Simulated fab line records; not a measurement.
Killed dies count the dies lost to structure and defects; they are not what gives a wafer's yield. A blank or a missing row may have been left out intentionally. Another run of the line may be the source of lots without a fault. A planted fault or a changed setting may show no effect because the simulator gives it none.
Chamber matching || flow n5-finfet || N5_SPACER0_ALD_08 on ald-sin-02: 4 sister chambers
The step deposits SiNx, target thk 2 nm. 8 wafers are shown with their chamber, then 7 later ones without.

## WAFERS PAIRED WITH THEIR CHAMBERS
{"wafer": "L075.6", "chamber": 2, "heater-power-w (W)": 833}
{"wafer": "L087.6", "chamber": 2, "heater-power-w (W)": 840}
{"wafer": "L089.2", "chamber": 1, "heater-power-w (W)": 790}
{"wafer": "L090.1", "chamber": 0, "heater-power-w (W)": 806}
{"wafer": "L090.3", "chamber": 1, "heater-power-w (W)": 809}
{"wafer": "L090.5", "chamber": 3, "heater-power-w (W)": 839}
{"wafer": "L094.3", "chamber": 3, "heater-power-w (W)": 825}
{"wafer": "L094.4", "chamber": 0, "heater-power-w (W)": 828}

## WAFERS MISSING THEIR CHAMBER
{"wafer": "L094.6", "heater-power-w (W)": 839}
{"wafer": "L096.4", "heater-power-w (W)": 840}
{"wafer": "L096.5", "heater-power-w (W)": 817}
{"wafer": "L096.6", "heater-power-w (W)": 838}
{"wafer": "L097.2", "heater-power-w (W)": 810}
{"wafer": "L097.4", "heater-power-w (W)": 815}
{"wafer": "L097.6", "heater-power-w (W)": 839}

## THE CHAMBER EACH PASSED THROUGH
{"wafer": "L094.6", "from the rows above": "can't be placed: 2 or 3 or 0", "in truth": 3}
{"wafer": "L096.4", "from the rows above": "can't be placed: 2 or 3 or 0", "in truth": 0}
{"wafer": "L096.5", "from the rows above": "can't be placed: 0 or 3 or 1 or 2", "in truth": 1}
{"wafer": "L096.6", "from the rows above": "can't be placed: 2 or 3 or 0", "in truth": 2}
{"wafer": "L097.2", "from the rows above": "can't be placed: 0 or 1 or 3 or 2", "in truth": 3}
{"wafer": "L097.4", "from the rows above": "can't be placed: 0 or 1 or 3 or 2", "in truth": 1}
{"wafer": "L097.6", "from the rows above": "can't be placed: 2 or 3 or 0", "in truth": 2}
Correct placement for 0 of the 7. Unplaceable from these rows: 7, with the true chamber sitting among the candidates in 7. 0 placed wrongly.
How it was worked out, from the rows above alone: a wafer's distance from a chamber is the root of the sum, over the readings, of the square of ((its reading less the chamber's mean) divided by the reading's scatter). If the next closest chamber is less than 2 further off than the closest, the wafer can't be placed; otherwise it belongs to the closest. Each chamber's mean is taken over the wafers shown for it. The scatter is the square root of a quotient: the sum, over the shown wafers, of each reading's squared deviation from its chamber's mean, divided by wafers minus chambers.
